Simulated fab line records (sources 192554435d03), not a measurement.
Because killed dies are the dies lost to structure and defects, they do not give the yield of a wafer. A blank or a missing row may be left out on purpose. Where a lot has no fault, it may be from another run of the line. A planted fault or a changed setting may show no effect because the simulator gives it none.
Split-lot experiment || flow n5_finfet || 21 wafers read from 7 lots, route of 1938 steps

ON THE SPLIT
At N5_BEOL_M0_SAQP_PECVD_04 (deposits a-Si from SiH4/He, target thk 60 nm, time 60.2 s), the setting time_s was moved away from the recipe's 60.2 s on 9 of the 21 wafers read, by -13.6% to +14.7%. The other wafers ran this setting at the recipe's value.

FROM THE SPLIT TO THE READING: what the file shows between them, 5 steps
- N5_BEOL_M0_SAQP_THK_MEAS_05
- N5_BEOL_M0_SAQP_HM_DEP_111: deposits SiO2 from SiH4/N2O, target thk 12 nm, time 7.2 s
- N5_BEOL_M0_SAQP_COAT_81: time 60 s, resist thk 100 nm
- N5_BEOL_M0_SAQP_HM_OPEN_112: chemistry CHF3/O2, target SiO2, stops on a-Si, target depth 12 nm, time 13.5 s
- N5_BEOL_M0_SAQP_STRIP_113: strips in CHF3/O2

THE READING
etch.depth_nm (the simulator's own value, which no gauge read), in nm, at N5_BEOL_M0_SAQP_MANDREL_ETCH_20 (etches a-Si in HBr/Cl2, stops on SiNx, target depth 60 nm, bt time 10 s, time 30 s). There is no usual value for it anywhere in the file. The 12 wafers here that ran the recipe average 60.27 nm, standard deviation 0.87 nm.

{"wafer": "L077.1", "tool, chamber at the split": "pecvd-01, 0", "time_s as run, s": 60.2, "against the recipe": "recipe", "etch.depth_nm, nm": 60.22, "against lot-mates on the recipe": "-"}
{"wafer": "L077.2", "tool, chamber at the split": "pecvd-01, 1", "time_s as run, s": 60.2, "against the recipe": "recipe", "etch.depth_nm, nm": 61.06, "against lot-mates on the recipe": "-"}
{"wafer": "L077.3", "tool, chamber at the split": "pecvd-01, 1", "time_s as run, s": 69.06, "against the recipe": "+14.7%", "etch.depth_nm, nm": 69.92, "against lot-mates on the recipe": "+9.28"}
{"wafer": "L078.3", "tool, chamber at the split": "pecvd-03, 2", "time_s as run, s": 60.2, "against the recipe": "recipe", "etch.depth_nm, nm": 59.97, "against lot-mates on the recipe": "-"}
{"wafer": "L078.4", "tool, chamber at the split": "pecvd-03, 2", "time_s as run, s": 63.8, "against the recipe": "+6.0%", "etch.depth_nm, nm": 63.76, "against lot-mates on the recipe": "+3.79"}
{"wafer": "L078.5", "tool, chamber at the split": "pecvd-03, 1", "time_s as run, s": 63.8, "against the recipe": "+6.0%", "etch.depth_nm, nm": 63.23, "against lot-mates on the recipe": "+3.26"}
{"wafer": "L079.2", "tool, chamber at the split": "pecvd-03, 2", "time_s as run, s": 60.2, "against the recipe": "recipe", "etch.depth_nm, nm": 59.03, "against lot-mates on the recipe": "-"}
{"wafer": "L079.4", "tool, chamber at the split": "pecvd-03, 2", "time_s as run, s": 60.2, "against the recipe": "recipe", "etch.depth_nm, nm": 60.47, "against lot-mates on the recipe": "-"}
{"wafer": "L079.5", "tool, chamber at the split": "pecvd-03, 0", "time_s as run, s": 66.79, "against the recipe": "+10.9%", "etch.depth_nm, nm": 66.09, "against lot-mates on the recipe": "+6.34"}
{"wafer": "L080.3", "tool, chamber at the split": "pecvd-03, 0", "time_s as run, s": 60.2, "against the recipe": "recipe", "etch.depth_nm, nm": 58.55, "against lot-mates on the recipe": "-"}
{"wafer": "L080.4", "tool, chamber at the split": "pecvd-03, 1", "time_s as run, s": 54.31, "against the recipe": "-9.8%", "etch.depth_nm, nm": 54.62, "against lot-mates on the recipe": -4.77}
{"wafer": "L080.5", "tool, chamber at the split": "pecvd-03, 0", "time_s as run, s": 60.2, "against the recipe": "recipe", "etch.depth_nm, nm": 60.24, "against lot-mates on the recipe": "-"}
{"wafer": "L091.4", "tool, chamber at the split": "pecvd-01, 1", "time_s as run, s": 60.2, "against the recipe": "recipe", "etch.depth_nm, nm": 61.84, "against lot-mates on the recipe": "-"}
{"wafer": "L091.5", "tool, chamber at the split": "pecvd-01, 0", "time_s as run, s": 65.07, "against the recipe": "+8.1%", "etch.depth_nm, nm": 65.19, "against lot-mates on the recipe": "+3.35"}
{"wafer": "L091.6", "tool, chamber at the split": "pecvd-01, 1", "time_s as run, s": 65.07, "against the recipe": "+8.1%", "etch.depth_nm, nm": 66.13, "against lot-mates on the recipe": "+4.29"}
{"wafer": "L094.2", "tool, chamber at the split": "pecvd-02, 0", "time_s as run, s": 60.2, "against the recipe": "recipe", "etch.depth_nm, nm": 59.58, "against lot-mates on the recipe": "-"}
{"wafer": "L094.3", "tool, chamber at the split": "pecvd-02, 0", "time_s as run, s": 60.2, "against the recipe": "recipe", "etch.depth_nm, nm": 60.5, "against lot-mates on the recipe": "-"}
{"wafer": "L094.4", "tool, chamber at the split": "pecvd-02, 1", "time_s as run, s": 60.2, "against the recipe": "recipe", "etch.depth_nm, nm": 61, "against lot-mates on the recipe": "-"}
{"wafer": "L095.2", "tool, chamber at the split": "pecvd-03, 2", "time_s as run, s": 52, "against the recipe": "-13.6%", "etch.depth_nm, nm": 50.76, "against lot-mates on the recipe": -10.02}
{"wafer": "L095.3", "tool, chamber at the split": "pecvd-03, 1", "time_s as run, s": 52, "against the recipe": "-13.6%", "etch.depth_nm, nm": 51.56, "against lot-mates on the recipe": -9.22}
{"wafer": "L095.5", "tool, chamber at the split": "pecvd-03, 1", "time_s as run, s": 60.2, "against the recipe": "recipe", "etch.depth_nm, nm": 60.78, "against lot-mates on the recipe": "-"}

FIT RESULTS
A straight line over all 21 wafers: etch.depth_nm changes by +0.633 nm for each +1% of time_s; r = +0.98; the points scatter about the line by 0.82 nm.
The same after taking each lot's own level away (the mean of its wafers on the recipe; 21 wafers): +0.619 nm for each +1%; r = +0.99; scatter 0.78 nm.
According to that fit, moving time_s by its largest amount changes the reading by 9.1 nm.
From 59.395 to 61.840 nm: that is the span of the lots' own levels, equal to 2.8 times the standard deviation above.
Hence the lot-to-lot level has little effect on the slope; both slopes agree.
Check: for one of the wafers moved furthest among these (+14.7%), held out of the fit, the line's prediction against its lot-mates is +8.79 nm. It came out at +9.28 nm against them.

THE WHOLE CHAIN: every reading that the file lists as answering this split, in the file's order
{"step": "N5_BEOL_M0_SAQP_PECVD_04", "what it does": "deposits a-Si from SiH4/He, target thk 60 nm, time 60.2 s", "reading": "a-Si_of_BEOL_M0_SAQP_PECVD_04.thk_nm (the simulator's own value, which no gauge read)", "change (the file's fit)": "+0.61 nm for each +1% of the setting", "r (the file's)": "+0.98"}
{"step": "N5_BEOL_M0_SAQP_THK_MEAS_05", "what it does": "", "reading": "thk_nm", "change (the file's fit)": "withheld for each +1% of the setting", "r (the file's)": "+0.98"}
{"step": "N5_BEOL_M0_SAQP_MANDREL_ETCH_20", "what it does": "etches a-Si in HBr/Cl2, stops on SiNx, target depth 60 nm, bt time 10 s, time 30 s", "reading": "etch.depth_nm (the simulator's own value, which no gauge read)", "change (the file's fit)": "+0.606 nm for each +1% of the setting", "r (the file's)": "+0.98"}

FILE'S OWN FIT
etch.depth_nm changes by +0.606 nm for each +1% of time_s, r = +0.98.
